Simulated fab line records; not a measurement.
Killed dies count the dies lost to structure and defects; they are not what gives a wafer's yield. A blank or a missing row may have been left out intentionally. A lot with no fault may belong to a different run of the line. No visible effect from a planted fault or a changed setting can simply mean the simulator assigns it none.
Chamber matching -- flow n5Finfet -- rieDiel-01 running N5_BEOL_M13_DESCUM_15: 4 sister chambers
The step chemistry O2, time 7.9 s. 7 wafers are shown with their chamber, then 7 later ones without.

== WAFERS WITH THEIR CHAMBER ==
wafer,chamber,showerheadPlenumPTorr (Torr),throttleValvePct (%)
L086.2,2,2.11,20.44
L086.3,3,2.10,20.21
L090.2,0,1.98,20.14
L090.5,1,2.06,20.19
L090.6,2,2.11,20.43
L089.2,1,2.06,20.19
L089.4,0,1.97,20.15

== WAFERS WHOSE CHAMBER IS MISSING ==
wafer,showerheadPlenumPTorr (Torr),throttleValvePct (%)
L089.5,1.98,20.16
L095.4,2.06,20.21
L095.5,1.97,20.16
L095.6,2.06,20.20
L097.1,2.10,20.24
L097.4,1.97,20.18
L097.6,2.10,20.45

== EACH ONE'S CHAMBER ==
wafer,from the rows above,in truth
L089.5,0,0
L095.4,1,1
L095.5,0,0
L095.6,1,1
L097.1,3,3
L097.4,0,0
L097.6,2,2
Placed correctly: 7 of 7. Not placeable from these rows: 0. Number placed wrongly: 0.
How it was worked out, from the rows above alone: a wafer's distance from a chamber is the root of the sum, over the readings, of the square of ((its reading less the chamber's mean) divided by the reading's scatter). The wafer belongs to the nearest chamber; if the next one is less than 2 further off, it can't be placed. For every chamber, the mean is computed from those of its wafers that are shown. The scatter is the square root of a quotient: the sum, over the shown wafers, of each reading's squared deviation from its chamber's mean, divided by wafers minus chambers.
